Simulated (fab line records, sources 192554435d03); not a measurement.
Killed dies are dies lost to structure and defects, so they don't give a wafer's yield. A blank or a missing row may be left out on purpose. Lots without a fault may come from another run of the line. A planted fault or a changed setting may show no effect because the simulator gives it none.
Split-lot experiment | flow n5_finfet | 7 lots, 21 wafers read, on a route of 1938 steps

THE SPLIT
At N5_BEOL_M0_SAQP_EXPOSE_37 (exposes mask M0 CUT1, target cd 30 nm), the setting dose_mj was moved away from the recipe's 44.75 on 8 of the 21 wafers read, by -6.8% to +7.4%. The other wafers ran this setting at the recipe's value.

FROM THE SPLIT TO THE READING: what the file shows between them, 2 steps
- N5_BEOL_M0_SAQP_PEB_38: peb time 60 s
- N5_BEOL_M0_SAQP_DEVELOP_39: develop time 30 s

THE READING
cd_nm, in nm, at N5_BEOL_M0_SAQP_CD_MEAS_40 (target cd 30 nm). Fault-free wafers of this fab line usually give 29.99 nm, standard deviation 0.28 nm.

wafer  | tool, chamber at the split | dose_mj as run | against the recipe | cd_nm, nm | against lot-mates on the recipe
L075.1 | euv_scanner-01, 0          | 44.75          | recipe             | 29.93     | -
L075.2 | euv_scanner-01, 0          | 44.75          | recipe             | 29.98     | -
L075.3 | euv_scanner-01, 0          | 44.75          | recipe             | 30.21     | -
L076.3 | euv_scanner-01, 0          | 44.75          | recipe             | 30.10     | -
L076.4 | euv_scanner-01, 0          | 44.75          | recipe             | 30.02     | -
L076.5 | euv_scanner-01, 0          | 46.13          | +3.1%              | 30.67     | +0.61
L087.1 | euv_scanner-01, 0          | 48.08          | +7.4%              | 31.81     | +1.60
L087.5 | euv_scanner-01, 0          | 44.75          | recipe             | 30.22     | -
L087.6 | euv_scanner-01, 0          | 44.75          | recipe             | 30.20     | -
L090.2 | euv_scanner-01, 0          | 44.75          | recipe             | 29.87     | -
L090.5 | euv_scanner-01, 0          | 41.82          | -6.5%              | 28.44     | -1.54
L090.6 | euv_scanner-01, 0          | 44.75          | recipe             | 30.10     | -
L092.2 | euv_scanner-02, 0          | 41.72          | -6.8%              | 28.49     | no lot-mate on the recipe
L092.3 | euv_scanner-02, 0          | 41.72          | -6.8%              | 28.36     | no lot-mate on the recipe
L092.6 | euv_scanner-02, 0          | 41.72          | -6.8%              | 28.78     | no lot-mate on the recipe
L093.1 | euv_scanner-02, 0          | 46.31          | +3.5%              | 30.65     | +0.73
L093.2 | euv_scanner-02, 0          | 46.31          | +3.5%              | 30.19     | +0.27
L093.6 | euv_scanner-02, 0          | 44.75          | recipe             | 29.92     | -
L094.2 | euv_scanner-02, 0          | 44.75          | recipe             | 30.04     | -
L094.4 | euv_scanner-02, 0          | 44.75          | recipe             | 30.45     | -
L094.6 | euv_scanner-02, 0          | 44.75          | recipe             | 30.38     | -

THE FIT
A straight line over all 21 wafers: cd_nm changes by +0.218 nm for each +1% of dose_mj; r = +0.96; the points scatter about the line by 0.23 nm.
The same after taking each lot's own level away (the mean of its wafers on the recipe; 18 wafers): +0.21 nm for each +1%; r = +0.97; scatter 0.16 nm.
On that fit, the largest move of dose_mj shifts the reading by 1.6 nm.
The lots' own levels span 29.920 to 30.290 nm, that is 1.3 times the standard deviation above.
So the lot-to-lot level changes the slope little: the two slopes agree.
Check: with one of the wafers moved furthest among these (+7.4%) left out of the fit, the line predicts +1.48 nm for it against its lot-mates. It came out at +1.6 nm against them.

OTHER SPLITS ON THESE WAFERS
These wafers also went through other splits before the reading. Each is held against what the fit with the lots' levels taken away leaves over:
other split on the same wafers       | wafers away from the commonest value | r with cd_nm (lot level and that fit taken away)
N5_MOL_CONTACT_COAG_DESCUM_45 time_s | 7                                    | -0.49

THE WHOLE CHAIN: every reading that the file lists as answering this split, in the file's order
step                       | what it does                                           | reading                                                             | change (the file's fit)               | r (the file's)
N5_BEOL_M0_SAQP_CD_MEAS_40 | target cd 30 nm                                        | cd_nm                                                               | +0.214 nm for each +1% of the setting | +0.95
N5_BEOL_M0_SAQP_DESCUM_45  | chemistry O2, time 7 s                                 | BEOL_M0_SAQP.cd_nm (the simulator's own value, which no gauge read) | +0.207 nm for each +1% of the setting | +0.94
N5_BEOL_M0_SAQP_ETCH_73    | etches SiARC in CF4, target depth 19.5 nm, time 32.5 s | BEOL_M0_SAQP.cd_nm (the simulator's own value, which no gauge read) | +0.233 nm for each +1% of the setting | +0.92
N5_BEOL_M0_SAQP_ETCH_49    | etches SiO2 in CF4/O2, target depth 37 nm              | BEOL_M0_SAQP.cd_nm (the simulator's own value, which no gauge read) | +0.266 nm for each +1% of the setting | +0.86

THE FILE'S OWN FIT
cd_nm changes by +0.214 nm for each +1% of dose_mj, r = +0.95.
